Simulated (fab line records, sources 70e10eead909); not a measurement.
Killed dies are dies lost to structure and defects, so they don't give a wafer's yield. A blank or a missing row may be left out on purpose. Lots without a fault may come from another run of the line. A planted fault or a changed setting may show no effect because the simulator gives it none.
Which tool did it? | flow nand_harc | 11 lots, 33 wafers sampled, at 1 step of a route of 1159

WHAT THE GAUGES READ, wafer by wafer
NHARC_P_M1_CD_MEAS_09: target cd 130 nm. Usual: cd_nm 129.8 nm, standard deviation 0.57.
lot  | measured     | on        | cd_nm (nm)        | flag
L402 | day 6 13:04  | cd_sem-01 | 128.8 129.6 129.2 |
L404 | day 6 21:25  | cd_sem-01 | 130.0 130.7 129.8 |
L405 | day 7 04:58  | cd_sem-01 | 130.2 130.2 130.2 |
L406 | day 7 18:41  | cd_sem-01 | 130.1 130.0 129.4 |
L408 | day 7 19:50  | cd_sem-02 | 130.6 129.9 130.1 |
L410 | day 8 04:49  | cd_sem-01 | 129.2 129.1 128.8 |
L409 | day 8 05:34  | cd_sem-01 | 129.2 129.2 129.2 |
L411 | day 9 06:45  | cd_sem-01 | 129.8 130.2 129.8 |
L421 | day 11 06:46 | cd_sem-02 | 130.6 130.7 129.9 |
L422 | day 11 08:52 | cd_sem-02 | 129.3 129.7 128.8 |
L423 | day 12 01:32 | cd_sem-03 | 129.1 129.9 128.9 |

WHICH TOOL RAN EACH LOT (tool, then ch and the chambers of the sampled wafers, then the start)
The record holds no process step before these readings.

WHAT THE TOOLS THEMSELVES READ (means of the sampled wafers that have a number; where no wafer has one, the mark that the record gives instead)
The record holds no such reading with a usual standard deviation.

THE ANSWER, worked out from the rows above alone
Rule: a lot is off if the mean of its wafers that have a number lies more than 3 standard deviations from the usual mean. A lot without any number at a reading at which 4 lots or more have one is off too. The other lots that the step has rows for count as sound. The gauges are gone through in route order, then the tools' own readings, and for those a lot's mean is taken as printed above. The first step at which some lot is off is used, and at that step the reading that is off furthest; a lot without a number counts as furthest.
No lot is off at any reading shown: from this, nothing can be told.

WHAT THE SIMULATOR HAD PUT IN
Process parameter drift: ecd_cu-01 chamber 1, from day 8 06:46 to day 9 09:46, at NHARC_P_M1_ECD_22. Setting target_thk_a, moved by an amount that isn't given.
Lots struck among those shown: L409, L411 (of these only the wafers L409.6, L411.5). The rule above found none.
